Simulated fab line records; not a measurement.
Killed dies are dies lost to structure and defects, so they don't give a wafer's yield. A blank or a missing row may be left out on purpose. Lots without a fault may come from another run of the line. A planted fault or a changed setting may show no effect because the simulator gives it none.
Split-lot trial -- flow n5 finfet -- on a route of 1938 steps: 7 lots, 21 wafers read

## ON THE SPLIT
At N5_WELL_APT_COAT_02 (resist thk 950 nm), the setting spin rpm was moved away from the recipe's 1357 rpm on 3 of the 21 wafers read, by +8.5% to +8.8%. All remaining wafers had this setting at the recipe value.

The split's own step is where the reading is taken.

## THE READING
coat_of_WELL_APT_COAT_02.thk nm (the simulator's own value, which no gauge read), in nm, at N5_WELL_APT_COAT_02 (resist thk 950 nm). The file does not state a usual value for it. Across the 18 wafers here that went through the recipe, the average is 950.7 nm and the standard deviation 2.9 nm.

wafer,"tool, chamber at the split","spin rpm as run, rpm",against the recipe,"coat_of_WELL_APT_COAT_02.thk nm, nm",against lot-mates on the recipe
L075.1,"litho track-03, 0",1357,recipe,947.4,-
L075.5,"litho track-03, 0",1357,recipe,946.1,-
L075.6,"litho track-03, 0",1477,+8.8%,908,-38.8
L080.1,"litho track-02, 0",1357,recipe,951.4,-
L080.3,"litho track-02, 0",1357,recipe,950.8,-
L080.4,"litho track-02, 0",1357,recipe,953,-
L081.1,"litho track-02, 0",1357,recipe,951,-
L081.5,"litho track-02, 0",1357,recipe,950.7,-
L081.6,"litho track-02, 0",1357,recipe,950.9,-
L083.2,"litho track-05, 0",1473,+8.5%,912.2,-34.2
L083.3,"litho track-05, 0",1473,+8.5%,912.1,-34.3
L083.5,"litho track-05, 0",1357,recipe,946.4,-
L085.1,"litho track-02, 0",1357,recipe,954.9,-
L085.3,"litho track-02, 0",1357,recipe,952.7,-
L085.6,"litho track-02, 0",1357,recipe,951.5,-
L088.1,"litho track-03, 0",1357,recipe,952.7,-
L088.2,"litho track-03, 0",1357,recipe,954.3,-
L088.3,"litho track-03, 0",1357,recipe,955.6,-
L097.1,"litho track-03, 0",1357,recipe,946,-
L097.5,"litho track-03, 0",1357,recipe,947.4,-
L097.6,"litho track-03, 0",1357,recipe,949.6,-

THE FIT
A straight line over all 21 wafers: coat_of_WELL_APT_COAT_02.thk nm changes by -4.62 nm for each +1% of spin rpm; r = -0.98; the points scatter about the line by 2.9 nm.
The same after taking each lot's own level away (the mean of its wafers on the recipe; 21 wafers): -4.14 nm for each +1%; r = -1.00; scatter 1.2 nm.
That fit puts the effect of the largest move of spin rpm on the reading at 37 nm.
Across the lots, their own levels run from 946.40 to 954.20 nm, a range of 2.7 times the standard deviation given above.
Hence the slope depends on the lot-to-lot level, as the two fits are not the same.
Check: with one of the wafers moved furthest among these (+8.8%) left out of the fit, the line predicts -35.4 nm for it against its lot-mates. Against them it came out at -38.8 nm.

## THE FILE'S OWN FIT
coat_of_WELL_APT_COAT_02.thk nm changes by -4.21 nm for each +1% of spin rpm, r = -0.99.
